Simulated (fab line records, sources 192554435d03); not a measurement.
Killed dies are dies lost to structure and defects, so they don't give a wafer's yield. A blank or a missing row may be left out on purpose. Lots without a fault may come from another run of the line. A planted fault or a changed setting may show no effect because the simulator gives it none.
Split-lot experiment | flow n5_finfet | 7 lots, 21 wafers read, on a route of 1938 steps

THE SPLIT
At N5_BEOL_M4_COAT_76 (time 60 s, resist thk 5 nm), the setting spin_rpm was moved away from the recipe's 1500 rpm on 5 of the 21 wafers read, by -8.1% to +11.2%. The other wafers ran this setting at the recipe's value.

FROM THE SPLIT TO THE READING: what the file shows between them, 5 steps
- N5_BEOL_M4_EXPOSE_25: exposes mask V3, defocus 5 nm (also split here: dose_mj)
- N5_BEOL_M4_PEB_26: peb time 60 s
- N5_BEOL_M4_DEVELOP_27: develop time 30 s
- N5_BEOL_M4_CD_MEAS_28: target cd 26.2 nm, target cd y 24.1 nm
- N5_BEOL_M4_DESCUM_33: chemistry O2, time 7 s

THE READING
etch.depth_nm (the simulator's own value, which no gauge read), in nm, at N5_BEOL_M4_ETCH_77 (etches underlayer in N2/H2, target depth 6.5 nm, time 5.2 s). The file gives no usual value for it. The 16 wafers here that ran the recipe average 4.995 nm, standard deviation 0.012 nm.

wafer  | tool, chamber at the split | spin_rpm as run, rpm | against the recipe | etch.depth_nm, nm | against lot-mates on the recipe
L074.2 | litho_track-05, 0          | 1500                 | recipe             | 4.999             | -
L074.4 | litho_track-05, 0          | 1500                 | recipe             | 4.991             | -
L074.6 | litho_track-05, 0          | 1668                 | +11.2%             | 4.725             | -0.270
L075.3 | litho_track-02, 0          | 1562                 | +4.1%              | 4.898             | -0.096
L075.5 | litho_track-02, 0          | 1500                 | recipe             | 4.985             | -
L075.6 | litho_track-02, 0          | 1500                 | recipe             | 5.002             | -
L080.1 | litho_track-05, 0          | 1500                 | recipe             | 4.996             | -
L080.2 | litho_track-05, 0          | 1500                 | recipe             | 4.99              | -
L080.4 | litho_track-05, 0          | 1500                 | recipe             | 4.997             | -
L084.3 | litho_track-02, 0          | 1500                 | recipe             | 4.991             | -
L084.4 | litho_track-02, 0          | 1500                 | recipe             | 5                 | -
L084.5 | litho_track-02, 0          | 1500                 | recipe             | 4.989             | -
L088.2 | litho_track-05, 0          | 1430                 | -4.7%              | 5.106             | +0.114
L088.4 | litho_track-05, 0          | 1500                 | recipe             | 4.995             | -
L088.6 | litho_track-05, 0          | 1500                 | recipe             | 4.988             | -
L091.3 | litho_track-05, 0          | 1378                 | -8.1%              | 5.192             | +0.225
L091.5 | litho_track-05, 0          | 1500                 | recipe             | 4.967             | -
L091.6 | litho_track-05, 0          | 1378                 | -8.1%              | 5.189             | +0.222
L082.1 | litho_track-05, 0          | 1500                 | recipe             | 4.991             | -
L082.3 | litho_track-05, 0          | 1500                 | recipe             | 5.024             | -
L082.6 | litho_track-05, 0          | 1500                 | recipe             | 5.008             | -

THE FIT
A straight line over all 21 wafers: etch.depth_nm changes by -0.024 nm for each +1% of spin_rpm; r = -0.99; the points scatter about the line by 0.011 nm.
The same after taking each lot's own level away (the mean of its wafers on the recipe; 21 wafers): -0.0255 nm for each +1%; r = -1.00; scatter 0.0092 nm.
On that fit, the largest move of spin_rpm shifts the reading by 0.29 nm.
The lots' own levels span 4.9670 to 5.0077 nm, that is 3.5 times the standard deviation above.
So the lot-to-lot level changes the slope little: the two slopes agree.
Check: with one of the wafers moved furthest among these (+11.2%) left out of the fit, the line predicts -0.297 nm for it against its lot-mates. It came out at -0.27 nm against them.

OTHER SPLITS ON THESE WAFERS
These wafers also went through other splits before the reading. Each is held against what the fit with the lots' levels taken away leaves over:
other split on the same wafers | wafers away from the commonest value | r with etch.depth_nm (lot level and that fit taken away)
N5_BEOL_M4_EXPOSE_25 dose_mj   | 5                                    | -0.04

THE FILE'S OWN FIT
etch.depth_nm changes by -0.0251 nm for each +1% of spin_rpm, r = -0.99.
